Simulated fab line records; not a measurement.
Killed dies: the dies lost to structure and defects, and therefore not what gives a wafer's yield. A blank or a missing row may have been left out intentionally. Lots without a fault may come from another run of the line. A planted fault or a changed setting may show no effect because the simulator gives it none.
Chamber matching | flow nandHarc | NHARC_A_STAIRCASE_TRIM_20 on rieDiel-12 has 4 sister chambers
The step chemistry O2, time 211.2 s. 7 wafers are shown with their chamber, then 7 later ones without.

## WAFERS WITH THEIR CHAMBER
wafer  | chamber | showerheadPlenumPTorr (Torr) | drypumpMotorCurrentA (A)
L083.2 | 3       | 3.42                         | 5.9
L083.4 | 2       | 3.38                         | 5.6
L085.2 | 1       | 3.60                         | 5.4
L085.4 | 0       | 3.48                         | 6.7
L085.6 | 0       | 3.48                         | 6.7
L086.2 | 2       | 3.37                         | 5.7
L086.3 | 1       | 3.60                         | 5.4

## WAFERS WITH NO CHAMBER GIVEN
wafer  | showerheadPlenumPTorr (Torr) | drypumpMotorCurrentA (A)
L086.6 | 3.42                         | 5.9
L089.2 | 3.42                         | 5.9
L089.4 | 3.47                         | 6.7
L089.5 | 3.42                         | 5.9
L091.2 | 3.47                         | 6.7
L091.3 | 3.59                         | 5.4
L091.6 | 3.59                         | 5.4

## EACH ONE'S CHAMBER
wafer  | from the rows above | in truth
L086.6 | 3                   | 3
L089.2 | 3                   | 3
L089.4 | 0                   | 0
L089.5 | 3                   | 3
L091.2 | 0                   | 0
L091.3 | 1                   | 1
L091.6 | 1                   | 1
7 of 7 placed correctly. From these rows, 0 cannot be placed. 0 placed wrongly.
How it was worked out, from the rows above alone: a wafer's distance from a chamber is the root of the sum, over the readings, of the square of ((its reading less the chamber's mean) divided by the reading's scatter). The wafer belongs to the nearest chamber; if the next one is less than 2 further off, it can't be placed. For every chamber, the mean is computed from those of its wafers that are shown. The scatter: the root of (the sum of the squares of (reading less its chamber's mean) over the shown wafers, divided by (wafers less chambers)).
